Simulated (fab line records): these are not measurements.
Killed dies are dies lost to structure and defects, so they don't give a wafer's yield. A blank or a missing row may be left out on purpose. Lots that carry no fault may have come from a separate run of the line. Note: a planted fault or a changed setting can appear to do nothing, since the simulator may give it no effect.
fab line records    flow nand-harc    part 2 of 2: steps 5 to 6 of 6
record: lots: 22  wafers: 66  last-day: 25
route steps=1159 shown P_M2@331 P_BONDPAD@374 A_ONON_D1@446 A_CHANNEL_HOLE_D1@484 A_STAIRCASE@583
lots that met no fault: from a run of the same line without faults
start-h: hours from the record's first day to the start of the lot's first wafer shown    wait-h: how many hours have passed since the lot's step before this one    " identical to the entry in the row above    L1.1+2: a row that stands for several wafers    - no value present, or no start provided    * or withheld: withheld    < > ~ a bound
route shown NAME@n: a module of which the file shows steps, and the number in the route of the first    usual: mean and standard deviation over wafers with no fault    same: alike in all rows    chamber/n: place in a boat    sites: the reading at each site    _std_site: standard deviation across them    _edge_site: mean of outer sites minus mean of inner sites    radius-mm: how far each site lies from the wafer's centre    mask NAME#n: copy n    behind: the tool/chamber that last shaped the wafer    hold: reason for holding the lot/hours on hold/outcome of the hold    device: names the non-switching transistor (n, p or np)    end of line: the route-end tests of the same wafers    a step with no rows: only its recipe    killed: the dies lost at the first sort to structure and to defects; this is not the yield of the wafer    map: dies across one wafer; x = killed, . = not, _ = none there
set.NAME: the setting the step ran with; set.NAME@STEP: the setting that earlier step ran with    model.NAME: the simulator's own value behind a step, which no gauge read
a sample of lots followed through the steps of the route, with each step as a table and each wafer as a row
services: a tool's chamber out of use, with start hour (start-h, from the record's first day; less than 0 if before it), hours out, and reason
== steps ==
step: NHARC_A_CHANNEL_HOLE_D1_STRIP_27
recipe: o2-flow-sccm: 500  ar-flow-sccm: 0  bias-w: 0  chemistry: O2
usual: drypump-motor-current-A: 5.6/0.37  oes-product-au: 1.000/0.0079  rf-vpp-V: 57.8/0.85  showerhead-plenum-p-Torr: 3.57/0.16  throttle-valve-pct: 17.035/0.009
lot.wafer  tool         chamber  start-h  wait-h  drypump-motor-current-A  oes-product-au  rf-hours-counter-h  rf-vpp-V  showerhead-plenum-p-Torr  throttle-valve-pct
L074.4     rie-diel-11  0        -        -       5.4                      1.022           10                  55.9      3.36                      17.034
L074.3     "            1        "        "       4.7                      0.993           10                  58.3      3.73                      17.037
L074.5     "            0        "        "       5.4                      1.005           -                   58.7      3.36                      17.026
L076.3     rie-diel-02  3        -        -       5.8                      1.008           2                   58.0      3.71                      17.050
L076.2     "            0        "        "       5.7                      0.998           2                   57.8      3.60                      17.047
L076.6     "            0        "        "       5.7                      1.004           -                   57.5      3.60                      17.015
L077.1     rie-diel-11  3        -        -       5.4                      0.997           0                   57.7      3.45                      17.027
L077.4     "            1        "        "       4.8                      0.996           0                   57.7      3.73                      17.040
L077.5     "            2        "        "       5.9                      1.007           -                   56.2      3.64                      17.036
L078.3     rie-diel-11  2        -        -       5.9                      1.010           0                   57.6      3.64                      17.029
L078.1     "            3        "        "       5.4                      0.998           0                   58.8      3.45                      17.031
L078.4     "            0        "        "       5.5                      1.022           0                   57.5      3.35                      17.047
L080.2     rie-diel-02  0        -        -       5.7                      0.994           4                   58.0      3.60                      17.034
L080.5     "            3        "        "       5.8                      0.998           -                   59.3      3.71                      17.025
L080.6     "            0        "        "       5.7                      0.990           -                   58.5      3.60                      17.034
L081.2     rie-diel-13  3        -        -       5.6                      1.002           10                  57.9      3.54                      17.047
L081.4     "            0        "        "       5.3                      0.991           10                  57.3      3.77                      17.044
L081.6     "            3        "        "       5.6                      0.998           -                   56.6      3.54                      17.032
L082.1     rie-diel-02  2        -        -       5.5                      1.002           5                   56.0      3.75                      17.025
L082.2     "            1        "        "       6.3                      1.001           5                   57.0      3.30                      17.042
L082.6     "            3        "        "       5.8                      0.999           -                   56.3      3.71                      17.047
L084.4     rie-diel-11  2        -        -       5.9                      0.996           3                   58.3      3.64                      17.042
L084.3     "            0        "        "       5.5                      1.004           2                   56.9      3.35                      17.038
L084.1     "            1        "        "       4.8                      0.991           3                   56.5      3.73                      17.023
L083.4     rie-diel-02  1        -        -       6.2                      1.003           6                   57.2      3.30                      17.021
L083.3     "            0        "        "       5.7                      1.006           6                   57.3      3.60                      17.042
L083.5     "            1        "        "       6.3                      1.009           -                   57.2      3.30                      17.033
L086.2     rie-diel-02  1        -        -       6.3                      0.995           7                   57.8      3.30                      17.022
L086.3     "            2        "        "       5.5                      0.995           7                   58.6      3.75                      17.037
L086.5     "            0        "        "       5.7                      1.006           -                   58.0      3.60                      17.047
L088.1     rie-diel-11  3        -        -       5.4                      1.007           4                   58.3      3.45                      17.026
L088.3     "            0        "        "       5.5                      1.001           3                   57.9      3.35                      17.034
L088.6     "            0        "        "       5.5                      1.004           -                   58.1      3.35                      17.037
L087.4     rie-diel-02  2        -        -       5.5                      1.000           7                   59.8      3.75                      17.036
L087.2     "            3        "        "       5.8                      0.990           7                   58.2      3.71                      17.025
L087.5     "            2        "        "       5.5                      0.999           -                   57.7      3.75                      17.034
L085.1     rie-diel-02  3        -        -       5.8                      1.004           7                   57.0      3.71                      17.045
L085.2     "            0        "        "       5.7                      0.996           7                   58.2      3.60                      17.033
L085.3     "            1        "        "       6.3                      0.993           8                   57.6      3.30                      17.036
L089.3     rie-diel-13  0        -        -       5.2                      0.996           14                  57.7      3.77                      17.035
L089.6     "            0        "        "       5.2                      0.991           -                   57.8      3.77                      17.046
L089.5     "            1        "        "       5.9                      0.991           -                   58.6      3.55                      17.037
L090.1     rie-diel-02  0        -        -       5.7                      0.989           8                   58.2      3.60                      17.031
L090.4     "            1        "        "       6.3                      0.988           8                   56.8      3.30                      17.042
L090.5     "            3        "        "       5.8                      0.994           -                   58.8      3.71                      17.030
L091.3     rie-diel-11  3        -        -       5.4                      1.014           5                   56.7      3.45                      17.038
L091.4     "            0        "        "       5.5                      0.996           5                   56.3      3.35                      17.019
L091.5     "            2        "        "       5.9                      1.004           -                   58.9      3.64                      17.034
L092.3     rie-diel-13  2        -        -       5.2                      0.987           0                   58.1      3.36                      17.044
L092.5     "            3        "        "       5.6                      1.003           -                   58.3      3.54                      17.037
L092.6     "            0        "        "       5.3                      0.991           -                   59.6      3.77                      17.037
L093.3     rie-diel-11  3        -        -       5.4                      1.013           6                   58.6      3.45                      17.030
L093.1     "            2        "        "       5.9                      1.000           7                   57.6      3.64                      17.033
L093.5     "            3        "        "       5.5                      1.002           -                   58.1      3.45                      17.047
L094.3     rie-diel-02  0        -        -       5.7                      0.993           10                  55.7      3.60                      17.039
L094.1     "            1        "        "       6.2                      0.990           10                  56.4      3.30                      17.039
L094.6     "            1        "        "       6.3                      1.003           -                   58.5      3.29                      17.044
L097.2     rie-diel-11  0        -        -       5.5                      1.001           7                   57.8      3.35                      17.046
L097.1     "            1        "        "       4.8                      0.992           8                   57.7      3.73                      17.027
L097.6     "            3        "        "       5.4                      1.012           -                   58.0      3.45                      17.044
L095.1     rie-diel-02  3        -        -       5.8                      1.013           11                  58.7      3.71                      17.026
L095.3     "            2        "        "       5.5                      0.999           12                  58.6      3.74                      17.030
L095.5     "            0        "        "       5.7                      0.999           -                   57.1      3.60                      17.017
L096.4     rie-diel-02  3        -        -       5.8                      1.022           11                  57.9      3.71                      17.018
L096.2     "            1        "        "       6.3                      1.005           13                  57.7      3.29                      17.027
L096.5     "            2        "        "       5.5                      1.003           -                   58.6      3.74                      17.043
step: NHARC_A_STAIRCASE_TRIM_189
recipe: time-s: 211.2  o2-flow-sccm: 500  ar-flow-sccm: 0  bias-w: 0  chemistry: O2
usual: drypump-motor-current-A: 5.73/0.22  oes-product-au: 1.000/0.0097  rf-vpp-V: 57.6/0.89  showerhead-plenum-p-Torr: 3.46/0.17  throttle-valve-pct: 17.036/0.0096
lot.wafer  tool         chamber  start-h  wait-h  drypump-motor-current-A  oes-product-au  rf-hours-counter-h  rf-vpp-V  showerhead-plenum-p-Torr  throttle-valve-pct
L074.4     rie-diel-05  0        -        -       5.73                     0.999           29                  56.1      3.33                      17.050
L074.3     "            3        "        "       5.78                     1.006           28                  58.4      3.79                      17.021
L074.5     "            0        "        "       5.73                     0.998           -                   56.9      3.33                      17.026
L076.2     rie-diel-04  0        -        -       5.72                     1.004           47                  58.2      3.63                      17.033
L076.3     "            1        "        "       5.51                     0.994           47                  58.3      3.49                      17.036
L076.6     "            1        "        "       5.53                     1.005           -                   57.6      3.49                      17.042
L077.4     rie-diel-05  3        -        -       5.79                     1.006           34                  56.4      3.79                      17.026
L077.1     "            0        "        "       5.71                     1.000           34                  58.4      3.33                      17.038
L077.5     "            2        "        "       5.32                     0.995           -                   57.7      3.51                      17.035
L078.4     rie-diel-06  3        -        -       5.77                     1.019           6                   57.6      3.65                      17.037
L078.1     "            1        "        "       6.20                     1.004           8                   56.4      3.34                      17.019
L078.3     "            2        "        "       5.72                     0.990           7                   55.8      3.34                      17.042
L080.2     rie-diel-06  2        -        -       5.72                     0.991           9                   56.4      3.34                      17.033
L080.5     "            3        "        "       5.79                     1.014           -                   57.2      3.65                      17.025
L080.6     "            0        "        "       5.59                     1.003           -                   57.5      3.30                      17.030
L081.2     rie-diel-05  3        -        -       5.80                     1.012           44                  58.4      3.78                      17.040
L081.4     "            1        "        "       5.76                     1.007           46                  58.0      3.36                      17.039
L081.6     "            3        "        "       5.81                     1.001           -                   56.2      3.78                      17.025
L084.3     rie-diel-05  1        -        -       5.74                     0.983           49                  57.6      3.36                      17.019
L084.4     "            2        "        "       5.32                     0.991           44                  59.1      3.50                      17.039
L084.1     "            0        "        "       5.74                     0.998           47                  56.9      3.32                      17.041
L082.1     rie-diel-05  2        -        -       5.33                     0.995           44                  57.2      3.50                      17.039
L082.2     "            3        "        "       5.79                     1.008           48                  57.5      3.78                      17.041
L082.6     "            0        "        "       5.74                     0.997           -                   56.7      3.32                      17.036
L083.3     rie-diel-04  3        -        -       5.98                     0.996           0                   58.5      3.64                      17.035
L083.4     "            1        "        "       5.50                     0.986           -                   56.6      3.48                      17.040
L083.5     "            3        "        "       5.95                     1.001           -                   58.9      3.64                      17.033
L086.3     rie-diel-06  0        -        -       5.59                     0.992           22                  58.2      3.30                      17.020
L086.2     "            2        "        "       5.72                     0.989           23                  58.3      3.33                      17.044
L086.5     "            1        "        "       6.22                     1.006           -                   57.1      3.33                      17.047
L088.1     rie-diel-06  3        -        -       5.75                     1.009           22                  59.0      3.64                      17.045
L088.3     "            2        "        "       5.70                     0.999           23                  58.6      3.33                      17.022
L088.6     "            0        "        "       5.60                     1.004           -                   57.5      3.30                      17.041
L087.4     rie-diel-06  0        -        -       5.57                     1.002           25                  56.9      3.30                      17.034
L087.2     "            1        "        "       6.23                     1.002           26                  57.1      3.33                      17.036
L087.5     "            3        "        "       5.78                     1.016           -                   57.0      3.64                      17.035
L085.2     rie-diel-06  2        -        -       5.70                     0.990           28                  56.6      3.33                      17.042
L085.1     "            3        "        "       5.76                     1.013           27                  59.0      3.63                      17.029
L085.3     "            0        "        "       5.57                     1.001           27                  57.5      3.30                      17.032
L089.3     rie-diel-06  2        -        -       5.73                     0.981           32                  56.7      3.33                      17.048
L089.6     "            2        "        "       5.72                     0.990           -                   57.2      3.33                      17.028
L089.5     "            3        "        "       5.76                     1.007           -                   58.2      3.63                      17.041
L091.4     rie-diel-06  1        -        -       6.18                     1.010           34                  58.0      3.33                      17.039
L091.3     "            2        "        "       5.70                     1.000           34                  57.4      3.33                      17.028
L091.5     "            0        "        "       5.61                     0.999           -                   55.2      3.29                      17.017
L090.1     rie-diel-04  1        -        -       5.47                     0.993           15                  57.5      3.47                      17.044
L090.4     "            3        "        "       5.94                     0.993           16                  56.9      3.63                      17.040
L090.5     "            1        "        "       5.48                     0.985           -                   56.9      3.47                      17.030
L093.1     rie-diel-05  2        -        -       5.36                     0.974           1                   58.8      3.49                      17.045
L093.3     "            3        "        "       5.77                     1.014           1                   59.0      3.77                      17.034
L093.5     "            2        "        "       5.34                     0.980           -                   57.2      3.49                      17.036
L092.3     rie-diel-06  1        -        -       6.24                     1.014           39                  56.5      3.33                      17.057
L092.6     "            0        "        "       5.59                     0.995           -                   55.7      3.29                      17.031
L092.5     "            1        "        "       6.23                     1.002           -                   58.9      3.33                      17.046
L094.3     rie-diel-05  0        -        -       5.72                     1.008           4                   58.3      3.31                      17.043
L094.1     "            1        "        "       5.73                     1.002           4                   57.2      3.35                      17.029
L094.6     "            2        "        "       5.37                     0.984           -                   57.8      3.49                      17.060
L097.2     rie-diel-06  1        -        -       6.21                     1.003           46                  57.4      3.32                      17.040
L097.1     "            2        "        "       5.70                     0.980           47                  57.3      3.32                      17.025
L097.6     "            0        "        "       5.61                     1.003           -                   57.3      3.29                      17.035
L095.3     rie-diel-05  1        -        -       5.76                     0.999           11                  57.2      3.34                      17.022
L095.1     "            3        "        "       5.79                     1.014           9                   59.4      3.76                      17.025
L095.5     "            1        "        "       5.73                     1.005           -                   56.7      3.34                      17.031
L096.4     rie-diel-06  1        -        -       6.26                     0.995           50                  57.6      3.32                      17.049
L096.2     "            3        "        "       5.75                     0.992           49                  58.9      3.62                      17.051
L096.5     "            1        "        "       6.16                     1.001           -                   56.9      3.32                      17.038
== services ==
tool            chamber  start-h  hours  kind
rie-diel-02     1        108.31   12.7   repair
pvd-sputter-01  -        111.61   9.5    repair
rie-diel-06     1        120.98   3.8    repair
rie-diel-08     -        124.86   9.0    pm
rie-diel-02     -        150.70   9.0    pm
rie-diel-09     1        151.71   4.7    repair
pvd-sputter-01  -        219.63   4.7    repair
rie-diel-08     0        222.34   17.2   repair
rie-diel-08     -        227.69   1.1    repair
pvd-sputter-01  -        229.52   4.9    repair
rie-diel-08     -        240.22   1.5    repair
rie-diel-09     -        254.10   9.0    pm
rie-diel-08     -        254.84   0.5    repair
rie-diel-09     0        288.13   14.4   repair
pvd-sputter-01  -        295.11   2.5    repair
rie-diel-08     -        301.86   9.0    pm
rie-diel-09     3        301.91   18.4   repair
pvd-sputter-01  -        305.73   1.2    repair
rie-diel-09     -        329.72   0.4    repair
pvd-sputter-01  -        336.05   10.0   pm
rie-diel-08     3        337.79   26.4   repair
rie-diel-09     0        342.52   5.1    repair
rie-diel-08     0        346.69   9.6    repair
rie-diel-09     0        372.51   3.0    repair
